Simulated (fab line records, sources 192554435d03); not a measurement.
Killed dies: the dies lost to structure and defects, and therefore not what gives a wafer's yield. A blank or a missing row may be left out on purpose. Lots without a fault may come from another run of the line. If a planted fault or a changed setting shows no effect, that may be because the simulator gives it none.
Chamber matching / flow n5 finfet / N5_BEOL_M9_ILD_DEP_00 on pecvd-02: 3 sister chambers
The step deposits SiCOH lowk from DEMS/porogen, target thk 308.51 nm, time 58 s. 3 wafers are shown with their chamber, then 11 later ones without.

== WAFERS, EACH WITH ITS CHAMBER ==
wafer=L090.2; chamber=0; throttle valve pct (%)=14.7
wafer=L090.3; chamber=1; throttle valve pct (%)=14.1
wafer=L092.1; chamber=2; throttle valve pct (%)=12.9

== WAFERS WITH NO CHAMBER GIVEN ==
wafer=L092.4; throttle valve pct (%)=14.4
wafer=L092.5; throttle valve pct (%)=13.9
wafer=L093.1; throttle valve pct (%)=14.0
wafer=L093.2; throttle valve pct (%)=14.7
wafer=L093.5; throttle valve pct (%)=14.1
wafer=L094.2; throttle valve pct (%)=14.1
wafer=L094.3; throttle valve pct (%)=12.9
wafer=L094.5; throttle valve pct (%)=14.2
wafer=L096.1; throttle valve pct (%)=14.6
wafer=L096.2; throttle valve pct (%)=12.9
wafer=L096.6; throttle valve pct (%)=14.3

== CHAMBER TAKEN BY EACH ==
wafer=L092.4; from the rows above=can't be placed: 0 or 1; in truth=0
wafer=L092.5; from the rows above=1; in truth=1
wafer=L093.1; from the rows above=1; in truth=1
wafer=L093.2; from the rows above=0; in truth=0
wafer=L093.5; from the rows above=1; in truth=1
wafer=L094.2; from the rows above=1; in truth=1
wafer=L094.3; from the rows above=2; in truth=2
wafer=L094.5; from the rows above=1; in truth=1
wafer=L096.1; from the rows above=0; in truth=0
wafer=L096.2; from the rows above=2; in truth=2
wafer=L096.6; from the rows above=can't be placed: 1 or 0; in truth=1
Placed correctly: 9 of 11. Not placeable from these rows: 2 (in 2, the candidates include the true chamber). Wrongly placed: 0.
How it was worked out, from the rows above alone: a wafer's distance from a chamber is the root of the sum, over the readings, of the square of ((its reading less the chamber's mean) divided by the reading's scatter). The wafer belongs to the nearest chamber; if the next one is less than 2 further off, it can't be placed. A chamber's mean is the mean of its shown wafers. The scatter: root of mean squared gap, hidden wafer to nearest shown wafer, with one shown wafer a chamber.
